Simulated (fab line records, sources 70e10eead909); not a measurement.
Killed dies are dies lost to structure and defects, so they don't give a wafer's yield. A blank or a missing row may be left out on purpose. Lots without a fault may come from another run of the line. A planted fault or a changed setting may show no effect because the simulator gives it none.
A struck lot beside a sound one | flow nand_harc | 18 steps out of a route of 1159
Sound: wafers L919.1, L919.2, L919.3. Struck: wafers L931.4, L931.5, L931.6. The cause comes at the end.
At each step with rows: each side's tool, then ch and its chambers, then its first start. Under that, the readings that differ: sound wafers | struck wafers | difference of the means | sigmas: that difference in standard deviations of wafers without a fault.
alike: readings whose means differ by less than 2 such deviations, and words and numbers that are the same on both sides. not compared: withheld readings, readings that some wafer has no value for, bounds like >300 that may hide the same value, and numbers for which the record gives no deviation and whose values overlap.
The two part at a step that has a row with sigmas, a row that says differs or no value, or rows on one side only. Numbers that don't overlap but have no deviation are shown without sigmas and don't part them. A reading that every wafer of one side lacks parts them only if that side has two wafers or more.

NHARC_P_GATE_CD_MEAS_59: target cd 720 nm.
  sound on cd_sem-01 ch 0, day 5 10:04; struck on cd_sem-01 ch 0, day 8 11:16
  alike: cd_nm
then, 1 step without rows for these wafers: NHARC_P_GATE_HARDBAKE_60 (time 80 s).
NHARC_P_GATE_DESCUM_61: chemistry O2, time 3 s.
  sound on rie_diel-11 ch 0,2,3, day 5 10:14; struck on rie_diel-03 ch 0,1,3, day 8 11:26
  alike: drypump_motor_current_A, oes_product_au, rf_vpp_V, showerhead_plenum_p_Torr, throttle_valve_pct
  not compared: rf_hours_counter_h
then, 1 step without rows for these wafers: NHARC_P_GATE_IMPLANT_62.
NHARC_P_GATE_STRIP_112: strips in N2/H2, time 200 s.
  sound on plasma_asher-02 ch 0,1, day 5 10:52; struck on plasma_asher-01 ch 0,1, day 8 11:52
  alike: drypump_motor_current_A, heater_power_w
  not compared: rf_hours_counter_h
NHARC_P_GATE_STRIP_76: strips in O2.
  sound on plasma_asher-02 ch 0,1, day 5 11:07; struck on plasma_asher-01 ch 0,1, day 8 12:04
  alike: drypump_motor_current_A, heater_power_w
  not compared: rf_hours_counter_h
then, 6 steps without rows for these wafers: NHARC_P_GATE_STRIP_63 (strips in SPM, time 900 s); NHARC_P_GATE_DEHYDRATE_83 (time 120 s); NHARC_P_GATE_HMDS_84 (time 30 s); NHARC_P_GATE_COAT_85; NHARC_P_GATE_SOFTBAKE_86 (time 95 s); NHARC_P_GATE_EBR_87.
NHARC_P_GATE_EXPOSE_88: exposes mask P HVN, target cd 2000 nm.
  sound on krf_scanner-03 ch 0, day 5 11:53; struck on krf_scanner-03 ch 0, day 8 12:49
  reading | sound                   | struck                  | difference | sigmas
  mask    | P_HVN#0 P_HVN#0 P_HVN#0 | P_PSD#0 P_PSD#0 P_PSD#0 | differs    |
then, 2 steps without rows for these wafers: NHARC_P_GATE_PEB_89 (peb time 85 s); NHARC_P_GATE_DEVELOP_90 (time 70 s).
NHARC_P_GATE_CD_MEAS_91: target cd 2000 nm.
  sound on cd_sem-01 ch 0, day 5 12:02; struck on cd_sem-03 ch 0, day 8 12:59
  reading    | sound                | struck | difference                    | sigmas
  cd_nm (nm) | 2000.0 2000.8 2000.0 | - - -  | no value on the struck wafers |
then, 1 step without rows for these wafers: NHARC_P_GATE_HARDBAKE_92 (time 80 s).
-- the record jumps here: 15 days lie between the struck wafers' starts before and after (it left off in module P_GATE and takes up again in module END, whose first step shown is number 1159 of the route) --
NHARC_END_SORT_01:
  the record has rows for the struck wafers here (prober-01 ch 0, day 23 22:36) and none for the sound ones

WHERE THEY PART
First at NHARC_P_GATE_EXPOSE_88; last, within this record, at NHARC_END_SORT_01.

WHY: what the simulator had put in
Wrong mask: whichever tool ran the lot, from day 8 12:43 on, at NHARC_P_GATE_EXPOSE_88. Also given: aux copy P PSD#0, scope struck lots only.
